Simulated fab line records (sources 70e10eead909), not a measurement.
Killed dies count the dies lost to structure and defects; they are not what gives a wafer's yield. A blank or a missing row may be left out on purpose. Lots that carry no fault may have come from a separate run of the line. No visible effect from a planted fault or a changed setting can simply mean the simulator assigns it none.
Comparing a struck lot with a sound one | flow nand_harc | 14 out of 1302 route steps
Sound: wafers L103.1, L103.4, L103.6. Wafers L102.1, L102.3, L102.5 were the ones struck. Last of all comes the cause.
Order at every step that has rows: each side's tool, ch and its chambers, its first start. Under that, the readings that differ: sound wafers | struck wafers | difference of the means | sigmas: that difference in standard deviations of wafers without a fault.
alike: words and numbers the same on both sides, and readings whose means are apart by under 2 such deviations; not compared: readings that were withheld, readings missing a value for some wafer, numbers with overlapping values and no deviation given by the record, and bounds like >300 which may hide the same value.
A row with sigmas, a row that says differs or no value, or rows on one side alone: a step with any of these is where the two part. Non-overlapping numbers with no deviation appear without sigmas and do not part them. A reading missing from all wafers of one side parts the sides only when that side holds two or more wafers.

first, 9 steps without rows for these wafers: NHARC_A_STAIRCASE_DEHYDRATE_158 (time 120 s); NHARC_A_STAIRCASE_HMDS_159 (time 30 s); NHARC_A_STAIRCASE_COAT_160; NHARC_A_STAIRCASE_SOFTBAKE_161 (time 170 s); NHARC_A_STAIRCASE_EBR_162; NHARC_A_STAIRCASE_EXPOSE_163 (exposes mask STAIR OPEN); NHARC_A_STAIRCASE_PEB_164 (peb time 130 s); NHARC_A_STAIRCASE_DEVELOP_165 (time 140 s); NHARC_A_STAIRCASE_HARDBAKE_167 (time 140 s).
NHARC_A_STAIRCASE_DESCUM_168: chemistry O2, time 3 s.
  sound on rie_diel-07 ch 1,2,3, day 21 11:29; struck on rie_diel-04 ch 0,1,3, day 20 23:37
  alike: drypump_motor_current_A, oes_product_au, rf_vpp_V, showerhead_plenum_p_Torr, throttle_valve_pct
  not compared: rf_hours_counter_h
NHARC_A_STAIRCASE_ETCH_169: etches the open film in CH3F/O2, target depth 50 nm, time 107.1 s.
  sound on rie_diel-07 ch 0,1,3, day 21 11:34; struck on rie_diel-04 ch 1,2, day 20 23:44
  reading    | sound           | struck            | difference | sigmas
  bias_w (W) | 99.4 99.7 100.0 | 100.3 100.2 100.6 | +0.7       | +2
  alike: ch3f_flow_sccm, drypump_motor_current_A, oes_product_au, rf_vpp_V, showerhead_plenum_p_Torr, throttle_valve_pct
  not compared: rf_hours_counter_h
NHARC_A_STAIRCASE_ETCH_170: etches the open film in C4F6/O2, target depth 200 nm, time 66.667 s.
  sound on rie_diel-07 ch 0,2,3, day 21 11:41; struck on rie_diel-04 ch 1,2, day 20 23:53
  no value came back on the struck wafers for any of 7 readings (bias_w (W), c4f6_flow_sccm (sccm) and others); on the sound wafers bias_w (W) reads 502.1 501.7 500.7
  not compared: rf_hours_counter_h
NHARC_A_STAIRCASE_STRIP_171: strips in O2.
  sound on plasma_asher-01 ch 0,1, day 21 11:47; struck on plasma_asher-01 ch 0,1, day 21 00:03
  alike: drypump_motor_current_A, heater_power_w, rf_refl_power_W
  not compared: rf_hours_counter_h
-- break in the record here, with 9 days between the starts of the struck wafers on either side (left off in module A_STAIRCASE, picked up again in module END, where the first step shown is number 1302 on the route) --
NHARC_END_SORT_01:
  sound on prober-01 ch 0, day 30 15:34; struck on prober-02 ch 0, day 29 19:31
  reading         | sound | struck      | difference | sigmas
  killed_at_array | 41    | 671 668 668 | +628       | +30
  killed_dies     | 44    | 677 677 677 | +633       | +30
  killed_short    | 5     | 1 3 2       | -3         | -2
  alike: killed_at_other, killed_at_periphery, killed_open

## WHERE THEY PART
At NHARC_A_STAIRCASE_ETCH_169 first; at NHARC_END_SORT_01 last (within this record only).

WHY: the cause the simulator had injected
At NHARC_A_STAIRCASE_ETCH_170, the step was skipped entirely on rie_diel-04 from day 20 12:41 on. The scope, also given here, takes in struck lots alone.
